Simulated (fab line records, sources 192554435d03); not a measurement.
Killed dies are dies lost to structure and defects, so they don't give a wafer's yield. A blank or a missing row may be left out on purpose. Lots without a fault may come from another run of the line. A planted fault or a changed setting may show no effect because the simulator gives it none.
Split-lot experiment | flow n5_finfet | 7 lots, 21 wafers read, on a route of 1938 steps

THE SPLIT
At N5_BEOL_M0_SAQP_COAT_81 (time 60 s, resist thk 100 nm), the setting spin_rpm was moved away from the recipe's 1500 rpm on 8 of the 21 wafers read, by -7.6% to +3.8%. The other wafers ran this setting at the recipe's value.

FROM THE SPLIT TO THE READING: what the file shows between them, 12 steps
- N5_BEOL_M0_SAQP_COAT_08: resist thk 90 nm (also split here: spin_rpm)
- N5_BEOL_M0_SAQP_EBR_10
- N5_BEOL_M0_SAQP_SOFTBAKE_09: time 60 s
- N5_BEOL_M0_SAQP_EXPOSE_11: exposes mask M0 CORE, target cd 42 nm
- N5_BEOL_M0_SAQP_PEB_12: peb time 60 s
- N5_BEOL_M0_SAQP_DEVELOP_13: develop time 30 s
- N5_BEOL_M0_SAQP_DESCUM_19: chemistry O2, time 7.9 s
- N5_BEOL_M0_SAQP_ETCH_83: etches SiARC in CF4, target depth 39 nm, time 65 s
- N5_BEOL_M0_SAQP_ETCH_84: etches SOC in N2/H2, target depth 100 nm, overetch 20 nm, time 150 s
- N5_BEOL_M0_SAQP_STRIP_80: strips in N2/H2
- N5_BEOL_M0_SAQP_HM_OPEN_112: chemistry CHF3/O2, target SiO2, stops on a-Si, target depth 12 nm, time 13.5 s
- N5_BEOL_M0_SAQP_STRIP_113: strips in CHF3/O2

THE READING
SOC_of_BEOL_M0_SAQP_COAT_81.thk_nm (the simulator's own value, which no gauge read), in nm, at N5_BEOL_M0_SAQP_MANDREL_ETCH_20 (etches a-Si in HBr/Cl2, stops on SiNx, target depth 60 nm, bt time 10 s, time 30 s). The file gives no usual value for it. The 13 wafers here that ran the recipe average 75.9 nm, standard deviation 0.58 nm.

wafer  | tool, chamber at the split | spin_rpm as run, rpm | against the recipe | SOC_of_BEOL_M0_SAQP_COAT_81.thk_nm, nm | against lot-mates on the recipe
L074.1 | litho_track-02, 0          | 1557                 | +3.8%              | 74.2                                   | -1.0
L074.3 | litho_track-02, 0          | 1500                 | recipe             | 75.2                                   | -
L074.6 | litho_track-02, 0          | 1557                 | +3.8%              | 74                                     | -1.2
L078.1 | litho_track-02, 0          | 1500                 | recipe             | 76.2                                   | -
L078.5 | litho_track-02, 0          | 1500                 | recipe             | 76.2                                   | -
L078.2 | litho_track-02, 0          | 1500                 | recipe             | 76.6                                   | -
L081.1 | litho_track-02, 0          | 1500                 | recipe             | 76.8                                   | -
L081.2 | litho_track-02, 0          | 1500                 | recipe             | 76.4                                   | -
L081.5 | litho_track-02, 0          | 1500                 | recipe             | 76                                     | -
L088.1 | litho_track-03, 0          | 1457                 | -2.9%              | 77.6                                   | +2.0
L088.3 | litho_track-03, 0          | 1457                 | -2.9%              | 77.6                                   | +2.0
L088.6 | litho_track-03, 0          | 1500                 | recipe             | 75.6                                   | -
L090.1 | litho_track-02, 0          | 1500                 | recipe             | 74.6                                   | -
L090.2 | litho_track-02, 0          | 1500                 | recipe             | 76                                     | -
L090.3 | litho_track-02, 0          | 1500                 | recipe             | 75.6                                   | -
L096.1 | litho_track-02, 0          | 1432                 | -4.5%              | 77.2                                   | +1.4
L096.2 | litho_track-02, 0          | 1432                 | -4.5%              | 78.2                                   | +2.4
L096.4 | litho_track-02, 0          | 1500                 | recipe             | 75.8                                   | -
L097.1 | litho_track-04, 0          | 1386                 | -7.6%              | 80.6                                   | +5.2
L097.5 | litho_track-04, 0          | 1386                 | -7.6%              | 80.8                                   | +5.4
L097.6 | litho_track-04, 0          | 1500                 | recipe             | 75.4                                   | -

THE FIT
A straight line over all 21 wafers: SOC_of_BEOL_M0_SAQP_COAT_81.thk_nm changes by -0.557 nm for each +1% of spin_rpm; r = -0.94; the points scatter about the line by 0.6 nm.
The same after taking each lot's own level away (the mean of its wafers on the recipe; 21 wafers): -0.564 nm for each +1%; r = -0.94; scatter 0.6 nm.
On that fit, the largest move of spin_rpm shifts the reading by 4.3 nm.
The lots' own levels span 75.20 to 76.40 nm, that is 2.1 times the standard deviation above.
So the lot-to-lot level changes the slope little: the two slopes agree.
Check: with one of the wafers moved furthest among these (-7.6%) left out of the fit, the line predicts +4.15 nm for it against its lot-mates. It came out at +5.2 nm against them.

OTHER SPLITS ON THESE WAFERS
These wafers also went through other splits before the reading. Each is held against what the fit with the lots' levels taken away leaves over:
other split on the same wafers       | wafers away from the commonest value | r with SOC_of_BEOL_M0_SAQP_COAT_81.thk_nm (lot level and that fit taken away)
N5_HKMG_FIN_HK_ALD_01 ald_cycles     | 8                                    | -0.15
N5_HKMG_FIN_EXPOSE_46 dose_mj        | 6                                    | +0.18
N5_HKMG_FIN_ETCH_55 h2_flow_sccm     | 6                                    | -0.34
N5_GATE_CUT_DESCUM_18 time_s         | 10                                   | +0.03
N5_MOL_CONTACT_COAG_ETCH_15 source_w | 4                                    | -0.20
N5_BEOL_M0_SAQP_COAT_08 spin_rpm     | 6                                    | +0.24

THE WHOLE CHAIN: every reading that the file lists as answering this split, in the file's order
step                            | what it does                                                                       | reading                                                                             | change (the file's fit)               | r (the file's)
N5_BEOL_M0_SAQP_COAT_81         | time 60 s, resist thk 100 nm                                                       | SOC_of_BEOL_M0_SAQP_COAT_81.thk_nm (the simulator's own value, which no gauge read) | -0.507 nm for each +1% of the setting | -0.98
N5_BEOL_M0_SAQP_ETCH_84         | etches SOC in N2/H2, target depth 100 nm, overetch 20 nm, time 150 s               | etch.depth_nm (the simulator's own value, which no gauge read)                      | -0.515 nm for each +1% of the setting | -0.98
N5_BEOL_M0_SAQP_MANDREL_ETCH_20 | etches a-Si in HBr/Cl2, stops on SiNx, target depth 60 nm, bt time 10 s, time 30 s | SOC_of_BEOL_M0_SAQP_COAT_81.thk_nm (the simulator's own value, which no gauge read) | -0.582 nm for each +1% of the setting | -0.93

THE FILE'S OWN FIT
SOC_of_BEOL_M0_SAQP_COAT_81.thk_nm changes by -0.582 nm for each +1% of spin_rpm, r = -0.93.
